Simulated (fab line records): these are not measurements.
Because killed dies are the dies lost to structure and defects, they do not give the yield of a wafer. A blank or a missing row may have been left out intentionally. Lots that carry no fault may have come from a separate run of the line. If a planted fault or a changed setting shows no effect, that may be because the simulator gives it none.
Matching of chambers    flow nand harc    rie diel-03 running NHARC_P_BONDPAD_STRIP_15: 4 sister chambers
The step strips in O2. 8 wafers are shown with their chamber, then 12 later ones without.

== WAFERS WITH THEIR CHAMBER ==
wafer   chamber  showerhead plenum p Torr (Torr)  drypump motor current A (A)
L083.3  0        3.43                             6.2
L090.2  1        3.32                             5.7
L090.6  1        3.32                             5.7
L091.3  2        3.38                             5.8
L091.6  3        3.55                             4.9
L092.1  0        3.42                             6.1
L092.3  3        3.54                             5.0
L092.4  2        3.38                             5.9

== WAFERS WITH NO CHAMBER GIVEN ==
wafer   showerhead plenum p Torr (Torr)  drypump motor current A (A)
L093.1  3.32                             5.7
L093.5  3.38                             5.8
L093.6  3.54                             4.9
L095.1  3.54                             4.9
L095.3  3.32                             5.7
L095.4  3.38                             5.9
L094.1  3.38                             5.8
L094.2  3.54                             4.9
L094.4  3.32                             5.7
L097.2  3.32                             5.7
L097.4  3.38                             5.9
L097.5  3.54                             4.9

== THE CHAMBER EACH PASSED THROUGH ==
wafer   from the rows above  in truth
L093.1  1                    1
L093.5  2                    2
L093.6  3                    3
L095.1  3                    3
L095.3  1                    1
L095.4  2                    2
L094.1  2                    2
L094.2  3                    3
L094.4  1                    1
L097.2  1                    1
L097.4  2                    2
L097.5  3                    3
Correct placement for 12 of the 12. Number that these rows cannot place: 0. Wrongly placed: 0.
How it was worked out, from the rows above alone: a wafer's distance from a chamber is the root of the sum, over the readings, of the square of ((its reading less the chamber's mean) divided by the reading's scatter). The wafer belongs to the nearest chamber; if the next one is less than 2 further off, it can't be placed. The mean given for a chamber averages the wafers shown for that chamber. The scatter is the square root of a quotient: the sum, over the shown wafers, of each reading's squared deviation from its chamber's mean, divided by wafers minus chambers.
